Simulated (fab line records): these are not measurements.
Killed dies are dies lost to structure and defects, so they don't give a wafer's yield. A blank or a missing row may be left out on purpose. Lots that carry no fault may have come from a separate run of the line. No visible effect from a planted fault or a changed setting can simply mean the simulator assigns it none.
Which tool was responsible? -- flow nand-harc -- 24 lots with 72 wafers sampled at 6 steps, on a route of 1159 steps

WHAT THE GAUGES SHOWED, per wafer
NHARC_A_M1_INSPECT_11. Usual: raw-defect-count at 31, with a standard deviation of 11.
lot,measured,on,raw-defect-count,flag
L075,day 18 09:07,defect-inspect-02,23 18 32,
L074,day 18 08:58,defect-inspect-01,32 33 29,
L077,day 18 09:16,defect-inspect-01,37 26 38,
L078,day 18 09:26,defect-inspect-02,40 29 33,
L076,day 18 11:10,defect-inspect-02,50 32 37,
L080,day 18 23:32,defect-inspect-01,45 42 36,
L079,day 19 00:42,defect-inspect-02,16 18 9,
L083,day 19 09:38,defect-inspect-01,28 36 28,
L082,day 19 19:48,defect-inspect-01,25 21 26,
L085,day 20 02:18,defect-inspect-01,21 32 24,
L081,day 20 07:22,defect-inspect-01,35 23 29,
L084,day 20 10:45,defect-inspect-02,36 43 35,
L087,day 20 11:19,defect-inspect-02,30 28 34,
L086,day 20 12:19,defect-inspect-02,30 40 36,
L089,day 21 01:40,defect-inspect-02,33 19 25,
L088,day 21 08:20,defect-inspect-02,21 36 33,
L090,day 21 14:35,defect-inspect-02,15 9 22,
L091,day 21 22:49,defect-inspect-01,32 33 33,
L093,day 22 02:04,defect-inspect-02,19 29 16,
L092,day 22 04:05,defect-inspect-02,49 52 55,
L095,day 22 07:02,defect-inspect-01,45 41 38,
L094,day 22 11:04,defect-inspect-01,44 51 44,
L097,day 22 21:32,defect-inspect-01,18 16 22,
L096,day 23 06:04,defect-inspect-02,43 46 41,

TOOL THAT RAN EACH LOT (tool first, then ch and the chambers of the sampled wafers, then the start)
lot,NHARC_A_CONTACT_CMP_20,NHARC_A_BLC_DESCUM_15,NHARC_A_BLC_CVD_24,NHARC_A_M0_PRE_CLEAN_29,NHARC_A_M0_CMP_23
L075,"cmp-01 ch 0,1,3, day 17 11:44","rie-diel-01 ch 0,1,2, day 17 12:43","cvd-w-01 ch 0,1, day 18 00:11 or earlier","pvd-sputter-03, day 18 00:11 or earlier","cmp-04 ch 0,1,2, day 18 00:11"
L074,"cmp-01 ch 1,2,3, day 17 13:08","rie-diel-08 ch 0,2, day 17 14:08","cvd-w-01 ch 0,1, day 18 00:13 or earlier","pvd-sputter-01, day 18 00:13 or earlier","cmp-02 ch 1,2,3, day 18 00:13"
L077,"cmp-04 ch 0,1, day 17 22:01","rie-diel-05 ch 0,2, day 17 23:07","cvd-w-02 ch 0,1, day 18 05:34 or earlier","pvd-sputter-03, day 18 05:34 or earlier","cmp-01 ch 0,1,3, day 18 05:34"
L078,"cmp-01 ch 2,3, day 17 22:09","rie-diel-01 ch 0,2, day 17 23:17","cvd-w-02 ch 0,1, day 18 05:54 or earlier","pvd-sputter-02, day 18 05:54 or earlier","cmp-04 ch 0,2,3, day 18 05:54"
L076,"cmp-04 ch 1,2,3, day 18 02:10","rie-diel-01 ch 0,2, day 18 03:06","cvd-w-02 ch 1, day 18 09:16 or earlier","pvd-sputter-02, day 18 09:16 or earlier","cmp-04 ch 2,3, day 18 09:16"
L080,"cmp-04 ch 0,1, day 18 14:13","rie-diel-01 ch 1,2,3, day 18 15:20","cvd-w-02 ch 1, day 18 21:31 or earlier","pvd-sputter-01, day 18 21:31 or earlier","cmp-04 ch 0,1,3, day 18 21:31"
L079,"cmp-03 ch 0,1,2, day 18 14:20","rie-diel-05 ch 1,2, day 18 15:28","cvd-w-02 ch 0,1, day 18 22:08 or earlier","pvd-sputter-03, day 18 22:08 or earlier","cmp-04 ch 0,3, day 18 22:08"
L083,"cmp-01 ch 0,1,3, day 18 20:29","rie-diel-01 ch 2,3, day 18 21:34","cvd-w-02 ch 0,1, day 19 07:49 or earlier","pvd-sputter-03, day 19 07:49 or earlier","cmp-02 ch 0,1,2, day 19 07:49"
L082,"cmp-04 ch 1,2,3, day 19 07:59","rie-diel-05 ch 0,1,2, day 19 08:59","cvd-w-01 ch 0,1, day 19 17:51 or earlier","pvd-sputter-02, day 19 17:51 or earlier","cmp-01 ch 0,1,2, day 19 17:51"
L085,"cmp-01 ch 1,2,3, day 19 13:06","rie-diel-05 ch 1,2,3, day 19 14:10","cvd-w-02 ch 0,1, day 20 00:25 or earlier","pvd-sputter-02, day 20 00:25 or earlier","cmp-02 ch 0,1, day 20 00:25"
L081,"cmp-01 ch 0,2, day 19 19:52","rie-diel-05 ch 1,2, day 19 20:50","cvd-w-02 ch 0,1, day 20 05:23 or earlier","pvd-sputter-02, day 20 05:23 or earlier","cmp-01 ch 0,2,3, day 20 05:23"
L084,"cmp-01 ch 2,3, day 20 01:30","rie-diel-01 ch 1,2, day 20 02:34","cvd-w-01 ch 0,1, day 20 08:47 or earlier","pvd-sputter-01, day 20 08:47 or earlier","cmp-01 ch 1,3, day 20 08:47"
L087,"cmp-04 ch 0,3, day 20 02:13","rie-diel-05 ch 1,2,3, day 20 03:11","cvd-w-01 ch 0,1, day 20 09:28 or earlier","pvd-sputter-01, day 20 09:28 or earlier","cmp-01 ch 1,2, day 20 09:28"
L086,"cmp-04 ch 0,1,2, day 20 02:59","rie-diel-01 ch 0,1,2, day 20 03:57","cvd-w-01 ch 0,1, day 20 10:20 or earlier","pvd-sputter-02, day 20 10:20 or earlier","cmp-02 ch 0,2,3, day 20 10:20"
L089,"cmp-01 ch 0,1,2, day 20 14:44","rie-diel-05 ch 0,2,3, day 20 15:50","cvd-w-02 ch 0,1, day 20 23:43 or earlier","pvd-sputter-02, day 20 23:43 or earlier","cmp-02 ch 0,1, day 20 23:43"
L088,"cmp-04 ch 0,2, day 20 22:31","rie-diel-05 ch 1,2,3, day 20 23:29","cvd-w-02 ch 0,1, day 21 05:55 or earlier","pvd-sputter-02, day 21 05:55 or earlier","cmp-04 ch 0,2, day 21 05:55"
L090,"cmp-03 ch 0,1,2, day 21 03:18","rie-diel-05 ch 0,2, day 21 04:21","cvd-w-02 ch 0,1, day 21 12:37 or earlier","pvd-sputter-01, day 21 12:37 or earlier","cmp-01 ch 0,1,2, day 21 12:37"
L091,"cmp-03 ch 0,1,2, day 21 10:00","rie-diel-08 ch 2,3, day 21 11:05","cvd-w-01 ch 0,1, day 21 20:49 or earlier","pvd-sputter-02, day 21 20:49 or earlier","cmp-01 ch 0,2,3, day 21 20:49"
L093,"cmp-01 ch 0,2,3, day 21 16:53","rie-diel-05 ch 1,2,3, day 21 18:00","cvd-w-01 ch 0,1, day 22 00:11 or earlier","pvd-sputter-03, day 22 00:11 or earlier","cmp-04 ch 1,2,3, day 22 00:11"
L092,"cmp-01 ch 0,1, day 21 18:04","rie-diel-05 ch 0,1,2, day 21 19:06","cvd-w-01 ch 0,1, day 22 02:03 or earlier","pvd-sputter-03, day 22 02:03 or earlier","cmp-02 ch 2,3, day 22 02:03"
L095,"cmp-04 ch 0,2,3, day 21 21:58","rie-diel-05 ch 1,2,3, day 21 22:55","cvd-w-02 ch 0,1, day 22 05:08 or earlier","pvd-sputter-03, day 22 05:08 or earlier","cmp-02 ch 1,2,3, day 22 05:08"
L094,"cmp-03 ch 1,2, day 21 23:35","rie-diel-05 ch 0,2, day 22 00:42","cvd-w-02 ch 0,1, day 22 09:08 or earlier","pvd-sputter-03, day 22 09:08 or earlier","cmp-02 ch 0,2,3, day 22 09:08"
L097,"cmp-04 ch 1,2, day 22 11:10","rie-diel-05 ch 0,3, day 22 12:17","cvd-w-01 ch 0,1, day 22 18:49 or earlier","pvd-sputter-02, day 22 18:49 or earlier","cmp-01 ch 1,2,3, day 22 18:49"
L096,"cmp-04 ch 2,3, day 22 16:46","rie-diel-01 ch 1,2,3, day 22 17:52","cvd-w-02 ch 0,1, day 23 04:06 or earlier","pvd-sputter-03, day 23 04:06 or earlier","cmp-04 ch 0,3, day 23 04:06"
- NHARC_A_CONTACT_CMP_20: polishes, t overpolish 30 s, target thk 300 nm.
- NHARC_A_BLC_DESCUM_15: chemistry O2, time 3 s.
- NHARC_A_BLC_CVD_24: deposits W, target thk 150 nm, time 434 s.
- NHARC_A_M0_PRE_CLEAN_29: time 30 s.
- NHARC_A_M0_CMP_23: polishes, t overpolish 20 s, target thk 113.75 nm.

AS READ BY THE TOOLS THEMSELVES (means over the sampled wafers that have a number; for cases with no such wafer, the mark the record gives instead)
NHARC_A_CONTACT_CMP_20. Usual: motor-current-A 11.8 A, standard deviation 0.98; overpolish-run-s 30.000 s, standard deviation 0.0086; time-to-endpoint-s 61 s, standard deviation 3.4.
lot,tool,motor-current-A (A),overpolish-run-s (s),time-to-endpoint-s (s),flag
L075,cmp-01,11.8,29.997,64,
L074,cmp-01,12.4,29.996,58,
L077,cmp-04,11.1,30.006,64,
L078,cmp-01,12.2,30.007,63,
L076,cmp-04,11.7,30.005,62,
L080,cmp-04,11.4,30.000,60,
L079,cmp-03,13.1,29.995,61,
L083,cmp-01,11.8,29.992,63,
L082,cmp-04,11.9,29.993,61,
L085,cmp-01,11.7,30.000,61,
L081,cmp-01,11.6,29.997,60,
L084,cmp-01,11.9,30.004,60,
L087,cmp-04,10.9,29.996,59,
L086,cmp-04,11.6,29.998,64,
L089,cmp-01,11.1,29.996,61,
L088,cmp-04,11.0,30.004,64,
L090,cmp-03,13.0,30.004,60,
L091,cmp-03,13.0,30.005,60,
L093,cmp-01,11.9,29.997,63,
L092,cmp-01,11.1,30.004,65,
L095,cmp-04,11.3,30.003,62,
L094,cmp-03,12.0,30.001,58,
L097,cmp-04,11.2,30.001,63,
L096,cmp-04,11.9,29.999,56,

NHARC_A_BLC_DESCUM_15. Usual: drypump-motor-current-A 5.9 A, standard deviation 0.51; mfc-ar-sccm 0.005 sccm, standard deviation 0.0073; oes-product-au 0.996 a.u., standard deviation 0.012; rf-vpp-V 57.8 V, standard deviation 0.84; showerhead-plenum-p-Torr 1.90 Torr, standard deviation 0.076; throttle-valve-pct 11.312 %, standard deviation 0.0092.
lot,tool,drypump-motor-current-A (A),mfc-ar-sccm (sccm),oes-product-au (a.u.),rf-vpp-V (V),showerhead-plenum-p-Torr (Torr),throttle-valve-pct (%),flag
L075,rie-diel-01,5.6,0.000,0.999,57.3,1.84,11.314,
L074,rie-diel-08,5.8,0.003,0.994,57.7,1.80,11.319,
L077,rie-diel-05,6.1,0.004,0.985,58.2,1.94,11.321,
L078,rie-diel-01,5.1,0.001,1.007,57.5,1.83,11.322,
L076,rie-diel-01,5.2,0.000,1.020,57.5,1.81,11.313,
L080,rie-diel-01,5.8,0.008,1.000,57.8,1.85,11.316,
L079,rie-diel-05,5.8,0.008,0.994,58.5,1.99,11.322,
L083,rie-diel-01,5.3,0.009,1.001,58.2,1.84,11.308,
L082,rie-diel-05,6.0,0.004,0.990,58.6,1.97,11.303,
L085,rie-diel-05,6.0,0.006,0.992,57.0,1.94,11.309,
L081,rie-diel-05,5.8,0.008,1.006,58.3,1.99,11.309,
L084,rie-diel-01,5.6,0.001,1.005,57.3,1.86,11.321,
L087,rie-diel-05,6.0,0.006,0.999,57.7,1.94,11.307,
L086,rie-diel-01,5.7,0.000,1.007,57.9,1.84,11.323,
L089,rie-diel-05,6.0,0.006,0.991,58.1,1.91,11.307,
L088,rie-diel-05,6.0,0.006,0.992,57.5,1.94,11.303,
L090,rie-diel-05,5.8,0.008,0.992,58.7,1.96,11.312,
L091,rie-diel-08,5.6,0.000,1.002,58.0,2.01,11.314,
L093,rie-diel-05,6.0,0.006,0.990,58.4,1.94,11.312,
L092,rie-diel-05,6.0,0.004,0.989,57.9,1.96,11.324,
L095,rie-diel-05,6.0,0.006,0.985,58.4,1.94,11.311,
L094,rie-diel-05,6.1,0.004,0.994,57.7,1.93,11.307,
L097,rie-diel-05,6.3,0.005,0.982,58.0,1.86,11.308,
L096,rie-diel-01,5.8,0.008,1.007,57.0,1.85,11.308,

NHARC_A_BLC_CVD_24. Usual: heater-power-w 412 W, standard deviation 38; mfc-ar-sccm 1560 sccm, standard deviation 5; mfc-h2-sccm 1600 sccm, standard deviation 4.6; throttle-valve-pct 7.86 %, standard deviation 0.21.
lot,tool,heater-power-w (W),mfc-ar-sccm (sccm),mfc-h2-sccm (sccm),throttle-valve-pct (%),flag
L075,cvd-w-01,443,1562,1599,7.98,
L074,cvd-w-01,452,1560,1600,7.87,
L077,cvd-w-02,410,1562,1598,7.73,
L078,cvd-w-02,412,1563,1602,7.85,
L076,cvd-w-02,431,1560,1599,7.80,
L080,cvd-w-02,432,1561,1599,7.87,
L079,cvd-w-02,417,1562,1603,7.73,
L083,cvd-w-02,415,1561,1603,7.83,
L082,cvd-w-01,424,1562,1606,8.02,
L085,cvd-w-02,412,1562,1602,7.88,
L081,cvd-w-02,422,1555,1603,7.86,
L084,cvd-w-01,451,1561,1601,8.08,
L087,cvd-w-01,422,1561,1596,7.74,
L086,cvd-w-01,451,1560,1602,7.89,
L089,cvd-w-02,388,1554,1603,7.80,
L088,cvd-w-02,412,1561,1598,8.00,
L090,cvd-w-02,389,1559,1600,7.75,
L091,cvd-w-01,429,1558,1598,8.01,
L093,cvd-w-01,407,1555,1590,7.96,
L092,cvd-w-01,415,1565,1602,7.92,
L095,cvd-w-02,385,1562,1597,7.90,
L094,cvd-w-02,386,1564,1596,8.00,
L097,cvd-w-01,430,1561,1601,8.08,
L096,cvd-w-02,409,1558,1600,7.86,

NHARC_A_M0_PRE_CLEAN_29. Usual: heater-power-w at 427 W, with a standard deviation of 48.
lot,tool,heater-power-w (W),flag
L075,pvd-sputter-03,428,
L074,pvd-sputter-01,431,
L077,pvd-sputter-03,391,
L078,pvd-sputter-02,390,
L076,pvd-sputter-02,463,
L080,pvd-sputter-01,437,
L079,pvd-sputter-03,415,
L083,pvd-sputter-03,415,
L082,pvd-sputter-02,472,
L085,pvd-sputter-02,420,
L081,pvd-sputter-02,508,
L084,pvd-sputter-01,428,
L087,pvd-sputter-01,438,
L086,pvd-sputter-02,447,
L089,pvd-sputter-02,485,
L088,pvd-sputter-02,425,
L090,pvd-sputter-01,436,
L091,pvd-sputter-02,462,
L093,pvd-sputter-03,395,
L092,pvd-sputter-03,392,
L095,pvd-sputter-03,413,
L094,pvd-sputter-03,394,
L097,pvd-sputter-02,473,
L096,pvd-sputter-03,423,

NHARC_A_M0_CMP_23. Usual: motor-current-A 11.5 A, standard deviation 0.91; time-to-endpoint-s 30.0 s, standard deviation 2.8.
lot,tool,motor-current-A (A),time-to-endpoint-s (s),flag
L075,cmp-04,11.7,31.5,
L074,cmp-02,11.8,29.6,
L077,cmp-01,11.5,27.8,
L078,cmp-04,11.8,29.8,
L076,cmp-04,11.3,27.0,
L080,cmp-04,11.6,29.0,
L079,cmp-04,11.3,29.0,
L083,cmp-02,12.0,31.1,
L082,cmp-01,11.3,30.3,
L085,cmp-02,11.9,31.1,
L081,cmp-01,11.7,32.5,
L084,cmp-01,12.8,30.4,
L087,cmp-01,11.7,30.6,
L086,cmp-02,11.0,29.8,
L089,cmp-02,12.1,32.4,
L088,cmp-04,11.1,31.4,
L090,cmp-01,11.6,32.3,
L091,cmp-01,11.8,31.0,
L093,cmp-04,12.1,28.2,
L092,cmp-02,11.1,27.9,
L095,cmp-02,11.6,31.2,
L094,cmp-02,10.9,27.5,
L097,cmp-01,11.7,29.8,
L096,cmp-04,11.9,27.0,

THE ANSWER, worked out from the rows above alone
Rule: a lot counts as off when the mean over its wafers that have a number is more than 3 standard deviations away from the usual mean. Also off: a lot with no number at a reading for which 4 or more lots have one. The other lots that the step has rows for count as sound. After the gauges, taken in route order, come the tools' own readings; for these a lot's mean is taken, as printed above. The first step at which some lot is off is used, and at that step the reading that is off furthest; a lot without a number counts as furthest.
No lot is off on any of the readings shown, so nothing can be concluded from this.

WHAT THE SIMULATOR HAD INSERTED
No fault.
